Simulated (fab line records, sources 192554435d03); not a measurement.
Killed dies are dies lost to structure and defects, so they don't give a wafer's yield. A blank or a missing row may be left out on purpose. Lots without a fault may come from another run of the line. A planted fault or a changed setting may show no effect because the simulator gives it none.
Chamber matching | flow n5_finfet | N5_BEOL_M11_ALD_74 on ald_metal-01: 4 sister chambers
The step deposits TaN, target thk 2 nm, pulse time 2 s, purge time 3 s. 4 wafers are shown with their chamber, then 12 later ones without.

WAFERS WITH THEIR CHAMBER
wafer  | chamber | heater_power_w (W)
L090.5 | 1       | 382
L091.4 | 2       | 415
L092.1 | 3       | 438
L092.5 | 0       | 441

WAFERS WITHOUT THEIR CHAMBER
wafer  | heater_power_w (W)
L094.1 | 437
L094.2 | 373
L094.5 | 409
L096.1 | 437
L096.4 | 418
L096.5 | 427
L093.3 | 383
L093.4 | 445
L093.5 | 419
L097.2 | 423
L097.3 | 380
L097.4 | 408

WHICH CHAMBER EACH WENT THROUGH
wafer  | from the rows above          | in truth
L094.1 | can't be placed: 3 or 0      | 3
L094.2 | 1                            | 1
L094.5 | 2                            | 2
L096.1 | can't be placed: 3 or 0      | 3
L096.4 | 2                            | 2
L096.5 | can't be placed: 3 or 2 or 0 | 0
L093.3 | 1                            | 1
L093.4 | can't be placed: 0 or 3      | 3
L093.5 | 2                            | 2
L097.2 | can't be placed: 2 or 3 or 0 | 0
L097.3 | 1                            | 1
L097.4 | 2                            | 2
Placed correctly: 7 of 12. Can't be placed from these rows: 5 (the true chamber is among the candidates in 5). Placed wrongly: 0.
How it was worked out, from the rows above alone: a wafer's distance from a chamber is the root of the sum, over the readings, of the square of ((its reading less the chamber's mean) divided by the reading's scatter). The wafer belongs to the nearest chamber; if the next one is less than 2 further off, it can't be placed. A chamber's mean is the mean of its shown wafers. The scatter: with one shown wafer a chamber, the root of the mean of the squares of how far each hidden wafer lies from its nearest shown one.
